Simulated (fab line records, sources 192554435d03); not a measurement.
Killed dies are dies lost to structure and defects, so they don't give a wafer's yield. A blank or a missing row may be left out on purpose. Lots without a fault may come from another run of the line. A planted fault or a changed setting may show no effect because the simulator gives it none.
fab line records | flow n5_finfet
record lots=4 wafers=12 last_day=16
route steps=1938 shown BEOL_M9@1437 BEOL_M10@1470 PASSIVATION@1936
lots that met no fault: from a run of the same line without faults
start_h: hours from the record's first day to the start of the lot's first wafer shown | wait_h: hours since the lot's step before | " the same as in the row above | L1.1+2: a row that stands for several wafers | - no value, or no start given | * or withheld: withheld | < > ~ a bound
route shown NAME@n: a module of which the file shows steps, and the number in the route of the first | usual: mean/standard deviation of fault-free wafers | same: alike in all rows | chamber/n: place in a boat | sites: the reading at each site | _std_site: their standard deviation | _edge_site: outer sites' mean less inner sites' | radius_mm: how far each site lies from the wafer's centre | mask NAME#n: copy n | behind: the tool/chamber that last shaped the wafer | hold: why the lot was held/for how many hours/how that ended | device: the transistor (n, p or np) that didn't switch | end of line: the same wafers' tests at the end of the route | a step without rows: its recipe alone | killed: dies lost to structure and defects at the first sort, not the wafer's yield | map: a wafer's dies, x killed, . not, _ none there
set.NAME: the setting as run; set.NAME@STEP: as run at that earlier step | model.NAME: the simulator's own value behind a step, which no gauge read
lots at some steps of the route; a table a step, a row a wafer
services: from which hour (start_h, from the record's first day; less than 0 if before it) a tool's chamber was out of use, for how many hours, and why
## steps
# step N5_BEOL_M9_DESCUM_33
# recipe chemistry=O2 time_s=7 source_power_w=50 bias_power_w=20 pressure_mtorr=20 rf_frequency_hz=2.712e+07 temp_c=40 resist=CAR-EUV o2_flow_sccm=225
# step N5_BEOL_M9_ETCH_76
# recipe chemistry=N2/H2 target=underlayer target_depth_a=65 mask_material=CAR-EUV time_s=5.2 ion_energy_ev=200 pressure_mtorr=30 source_w=840 bias_w=150 n2_flow_sccm=200 h2_flow_sccm=200 ends=cleared
# step N5_BEOL_M9_ETCH_65
# recipe chemistry=CF4 target=SiARC target_depth_a=156 mask_material=CAR-EUV time_s=26 ion_energy_ev=80 pressure_mtorr=40 source_w=545 bias_w=36 Ar_flow_sccm=100 cf4_flow_sccm=100 ends=cleared
# step N5_BEOL_M9_ETCH_66
# recipe chemistry=N2/H2 target=SOC target_depth_a=800 overetch_a=160 mask_material=SiARC temp_c=40 time_s=120 ion_energy_ev=200 pressure_mtorr=30 source_w=840 bias_w=150 n2_flow_sccm=200 h2_flow_sccm=200
# step N5_BEOL_M9_STRIP_69
# recipe chemistry=N2/H2 temp_c=40 n2_flow_sccm=200 h2_flow_sccm=200 rf_frequency_hz=6e+07
# step N5_BEOL_M9_STRIP_77
# recipe chemistry=N2/H2 temp_c=40 n2_flow_sccm=200 h2_flow_sccm=200 rf_frequency_hz=6e+07
# step N5_BEOL_M9_VIA_ETCH_34
# recipe chemistry=C4F6/O2 target=SiCOH_lowk target_depth_a=1824 mask_material=SOC taper_deg=4 time_s=68.4 ion_energy_ev=250 pressure_mtorr=30 source_w=345 bias_w=185 Ar_flow_sccm=300 C4F6_flow_sccm=10 O2_flow_sccm=10
# step N5_BEOL_M9_STRIP_73
# recipe chemistry=C4F6/O2 resist=SiARC rf_frequency_hz=6e+07
# step N5_BEOL_M9_STRIP_36
# recipe chemistry=N2/H2 power_w=450 temp_c=40 pressure_mtorr=20 rf_frequency_hz=6e+07 overash_fraction=0.3 bias_power_w=7 h2_frac=0.5 n2_flow_sccm=200 h2_flow_sccm=200
# step N5_BEOL_M9_TRENCH_ETCH_37
# recipe chemistry=C4F6/O2 target_depth_a=1514.3 target=SiCOH_lowk time_s=49 ion_energy_ev=250 pressure_mtorr=30 source_w=345 bias_w=185 Ar_flow_sccm=300 C4F6_flow_sccm=10 O2_flow_sccm=10
# usual drypump_motor_current_A=5.9/0.45 oes_ar_750_au=0.77/0.074 oes_product_au=0.77/0.076 rf_vpp_V=670/16 showerhead_plenum_p_Torr=2.89/0.07 throttle_valve_pct=20.89/0.17
# columns lot.wafer tool chamber start_h wait_h drypump_motor_current_A oes_ar_750_au oes_product_au rf_hours_counter_h rf_vpp_V showerhead_plenum_p_Torr throttle_valve_pct
L576.2 rie_diel-03 0 244.13 - 6.7 0.75 0.74 139 654 2.88 21.11
L576.3 " 2 " " 4.9 0.85 0.86 31 660 2.81 20.82
L576.6 " 2 " " 4.9 0.85 0.86 - 659 2.81 20.83
L578.3 rie_diel-01 2 266.36 - 5.7 0.69 0.70 222 700 2.93 20.64
L578.5 " 3 " " 6.3 0.71 0.71 - 665 2.81 20.88
L578.6 " 2 " " 5.7 0.69 0.70 - 700 2.93 20.63
L582.1 rie_diel-01 0 284.74 - 5.8 0.86 0.86 53 666 2.89 20.97
L582.2 " 3 " " 6.3 0.71 0.72 220 667 2.81 20.89
L582.6 " 1 " " 5.9 0.82 0.83 - 683 3.00 20.84
L586.3 rie_diel-01 3 309.51 - 6.3 0.70 0.69 228 665 2.80 20.88
L586.4 " 0 " " 5.8 0.85 0.84 - 665 2.88 20.98
L586.6 " 1 " " 5.9 0.80 0.81 - 682 3.00 20.85
# step N5_BEOL_M9_ETCH_41
# recipe chemistry=CH3F/O2 target=SiCN target_depth_a=366 taper_deg=2 time_s=70.1 ion_energy_ev=120 mask_material=TiN pressure_mtorr=30 source_w=395 bias_w=75 Ar_flow_sccm=150 CH3F_flow_sccm=30 O2_flow_sccm=20
# step N5_BEOL_M9_STRIP_80
# recipe chemistry=N2/H2 time_s=10 power_w=450 temp_c=40 pressure_mtorr=20 rf_frequency_hz=6e+07 bias_power_w=7 n2_flow_sccm=200 h2_flow_sccm=200
# step N5_BEOL_M9_HM_STRIP_39
# recipe chemistry=peroxide_tin_strip material=TiN target_depth_a=250 temp_c=50 time_s=158
# step N5_BEOL_M9_SRD_40
# recipe time_s=30 temp_c=23 rinse_liquid=diw dry=ipa_marangoni
# step N5_BEOL_M9_PRECLEAN_42
# recipe chemistry=residue_remover time_s=60 temp_c=40
# step N5_BEOL_M9_SRD_43
# recipe time_s=30 temp_c=23 rinse_liquid=diw dry=ipa_marangoni
# step N5_BEOL_M9_CURE_72
# recipe temp_c=370 time_s=120 ambient=DMADMS/He material=SiCOH_lowk
# step N5_BEOL_M9_DEGAS_44
# recipe ambient=vacuum temp_c=250 time_s=60
# step N5_BEOL_M9_PRE_CLEAN_45
# recipe gas=H2/He time_s=30 temp_c=250
# step N5_BEOL_M9_ALD_74
# recipe material=TaN target_thk_a=20 temp_c=275 ald_precursor_family=PDMAT ald_co_reactant=NH3 pressure_torr=3 carrier_flow_sccm=1500 pulse_time_s=2 purge_time_s=3 co_reactant_purge_time_s=2 co_reactant_pulse_time_s=3 ald_cycles=40 precursor_vessel_temp_c=75 precursor_vessel_pressure_torr=26.25 precursor_vessel_carrier_sccm=1000
# step N5_BEOL_M9_SURFACE_TREAT_79
# recipe gas=Ar time_s=* ion_energy_ev=* ion_current_ma_cm2=0.5 pressure_mtorr=* ar_flow_sccm=30
# step N5_BEOL_M9_CVD_78
# recipe material=Co target_thk_a=20 temp_c=withheld precursor=CCTBA/H2 pressure_torr=30 time_s=138.9
# step N5_BEOL_M9_SPUTTER_48
# recipe material=Cu target_thk_a=120 temp_c=-20 bias_v=60 power_w=26000 chamber_pressure_pa=0.13 time_s=2
# step N5_BEOL_M9_ECD_50
# recipe material=Cu target_thk_a=3180
# step N5_BEOL_M9_ANNEAL_51
# recipe temp_c=225 time_s=90 ambient=N2
# step N5_BEOL_M9_CMP_52
# recipe stop_on=SiCOH_lowk t_overpolish_s=7 down_force_psi=1 platen_rpm=50 clearing_platen_down_force_psi=1.5 clearing_platen_rpm=50 post_cmp_clean=cu_alkaline target_thk_nm=140 clearing_platen_pad_velocity_m_s=0.99484 pad_velocity_m_s=0.99484
# step N5_BEOL_M9_PRE_CLEAN_55
# recipe gas=NH3 time_s=15 temp_c=withheld rf_power_w=300
# step N5_BEOL_M9_DEP_56
# recipe material=SiCN target_thk_a=150 temp_c=withheld precursor=3MS/NH3 pressure_torr=3 rf_w=202 time_s=26.5
# step N5_BEOL_M10_ILD_DEP_00
# recipe material=SiCOH_lowk target_thk_a=3085.1 temp_c=300 precursor=DEMS/porogen pressure_torr=5 rf_w=500 time_s=58
# step N5_BEOL_M10_CURE_71
# recipe temp_c=385 time_s=240 ambient=He/Ar material=SiCOH_lowk
# step N5_BEOL_M10_PECVD_70
# recipe material=SiO2 target_thk_a=200 temp_c=400 precursor=TEOS/O2 pressure_torr=5.5 rf_w=450 teos_flow_sccm=53.8 gas=O2 flow_sccm=3000 time_s=22.7
# step N5_BEOL_M10_HM_DEP_02
# recipe material=TiN target_thk_a=200 temp_c=25 chamber_pressure_pa=0.49996
# step N5_BEOL_M10_COAT_59
# recipe resist=SOC temp_c=250 time_s=60 spin_rpm=1500 resist_thk_nm=100
# step N5_PASSIVATION_PROBE_49
# usual defect_limited_yield=91.3/1.5 killed_at_M0_to_M3=35/10 killed_at_M4_up=12/4.6 killed_at_contacts=13/6.6 killed_at_front_end=39/11 killed_at_other=4/3.4 killed_dies=103/17 killed_on_rim=14/4.1 killed_open=67/13 killed_short=35/8.2 sort_bin_5_function=5.1/0.94 sort_bin_6_memory=3.2/0.7 sort_n_pass=1077/17 sort_yield_pct=91.3/1.5
# same gross_dies=1180 killed_at_back_side=0 sort_bin_4_leakage[%]=0 sort_bin_8_speed[%]=0
# columns lot.wafer tool chamber start_h wait_h defect_limited_yield[%] killed_at_M0_to_M3 killed_at_M4_up killed_at_contacts killed_at_front_end killed_at_other killed_dies killed_on_rim killed_open killed_short sort_bin_5_function[%] sort_bin_6_memory[%] sort_n_pass sort_yield_pct[%]
L582.1 prober-02 - 347.07 0.0 90.1 50 17 10 39 1 117 19 77 39 6.2 3.3 1063 90.1
L582.2 prober-02 - 347.12 0.1 86.0 34 73 13 45 0 165 35 72 27 8.6 3.3 1015 86.0
L582.6 prober-02 - 347.32 0.3 90.9 26 19 13 46 3 107 16 66 40 5.3 3.3 1073 90.9
L586.3 prober-01 - 384.05 0.1 88.8 19 70 10 32 1 132 30 45 28 6.3 2.5 1048 88.8
# killed by level:class
L582.1 BEOL_M2:geometric_particle:open=12 BEOL_M0_SAQP:geometric_particle:short=12 BEOL_M0_SAQP:geometric_particle:open=9 FIN_SAQP:geometric_particle:open=8 MOL_CONTACT_COAG:geometric_particle:open=8 FIN_SAQP:geometric_particle:short=6 DUMMY_GATE:geometric_particle:open=6 BEOL_M1:geometric_particle:open=5
L582.2 BEOL_M9:unspecified=64 BEOL_M2:geometric_particle:open=12 MOL_CONTACT_COAG:geometric_particle:open=11 STI_FIN_REVEAL:geometric_particle:open=10 FIN_SAQP:geometric_particle:short=8 BEOL_M3:geometric_particle:open=7 FIN_SAQP:geometric_particle:open=6 BEOL_M0_SAQP:geometric_particle:open=5
L582.6 FIN_SAQP:geometric_particle:short=12 STI_FIN_REVEAL:geometric_particle:open=8 MOL_CONTACT_COAG:geometric_particle:open=8 FIN_SAQP:geometric_particle:open=7 FIN_CUT:geometric_particle:open=6 BEOL_M5:geometric_particle:open=6 MOL_CONTACT_COAG:geometric_particle:short=5 BEOL_M0_SAQP:geometric_particle:short=5
L586.3 BEOL_M9:unspecified=58 MOL_CONTACT_COAG:geometric_particle:open=10 BEOL_M4:geometric_particle:open=9 FIN_SAQP:geometric_particle:short=7 BEOL_M2:geometric_particle:open=6 FIN_SAQP:geometric_particle:open=5 GATE_CUT:geometric_particle:short=4 STARTING-WAFER:geometric_particle:short=4
# map L582.2 (x killed, . not)
_________________xxxxxx......________________
______________xxxxxxx.x.x......x_____________
___________xxxxxxxxxxxx....x....xx.__________
__________xxxxxxxxx................._________
________xxxxxxxxxxxx....x.....x......x_______
_______xxxxxxxxxxx....x............x...______
______xxx..xxx..x.......x..............._____
_____..........xx........x....x..........____
____.....x..........x.......x.............___
___........x.........x..............x......__
___........................x...............__
__............x..............x...........x.._
__x........................xx............xx._
_.........................x..x...........x...
_............x...............x..............x
_............x....x....x..x..................
_.x.....................x...x....x..x.x......
_....x.x........x.......xx...................
_.....x............x...x.....................
_............x..x............x...............
_.............xx.......x.................x...
__..............x..............x............_
__.....x...x..x..x..........x..............._
___.....x................x..........x......__
___.....................x.............x.x..__
____...........x..x.x..x................x.___
_____....x.........x.......x.....x.......____
______........x..........x.............._____
_______.x..x.............x.....x.......______
________.........x...................._______
__________....x...x..x...........x.x_________
___________...................x....__________
______________..x.x............._____________
_________________..x......x..________________
# map L586.3 (x killed, . not)
_________________xxxxxx......________________
______________xxxxxxx..........._____________
___________xxxxxxxxx..x............__________
__________xxxxxxxxxx.xx............._________
________xxxxxxxxxxx.x..........x......_______
_______xxxxxxxxx.......................______
______x.xx.xx..................x........_____
_____.........x......x...................____
____..x..x......x..x........x.............___
___............x....................x......__
___......................................x.__
__..................x........x......xxx..x.._
__..x..x....x..............................._
_x..................x........x....xx...x..x..
_..x..........x.x............................
_..x......x.x................................
_....................x......................x
_...........x...........x.........x..........
_x................x..x..............x....x...
_..........x........................x........
_x...xx..............x.......................
__..............x................x.x........_
__.........................................._
___......................................x.__
___....................................x...__
____x....x.............x..................___
_____......................x.x........xx.____
______................x..x.............._____
_______...........x.........x....xx....______
________.............................._______
__________........................x._________
___________........................__________
______________..........x......._____________
_________________........x...________________
## services
# columns tool chamber start_h hours kind
rie_diel-03 - 236.51 0.3 repair
rie_diel-03 0 253.64 2.0 repair
rie_diel-03 3 285.32 6.0 repair
rie_diel-01 - 290.73 2.8 pm
rie_diel-01 2 293.58 40.7 repair
## key
first_sign step=N5_PASSIVATION_PROBE_49 reading=killed_at_M4_up direction=up sigmas=13 usual=12 struck=72
effect step=N5_PASSIVATION_PROBE_49 reading=killed_dies direction=up sigmas=2.6 usual=103 struck=148
more_kills_born_at N5_BEOL_M9_TRENCH_ETCH_37@rie_diel-01=122
met_at N5_BEOL_M9_TRENCH_ETCH_37
struck_wafers L582.2,L586.3
onset_between 266.36 284.74
fault kind=chamber_particle_source tool=rie_diel-01 chamber=3 onset_h=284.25 steps=N5_BEOL_M9_TRENCH_ETCH_37 rate_per_visit_cm2=1.9113 end_h=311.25
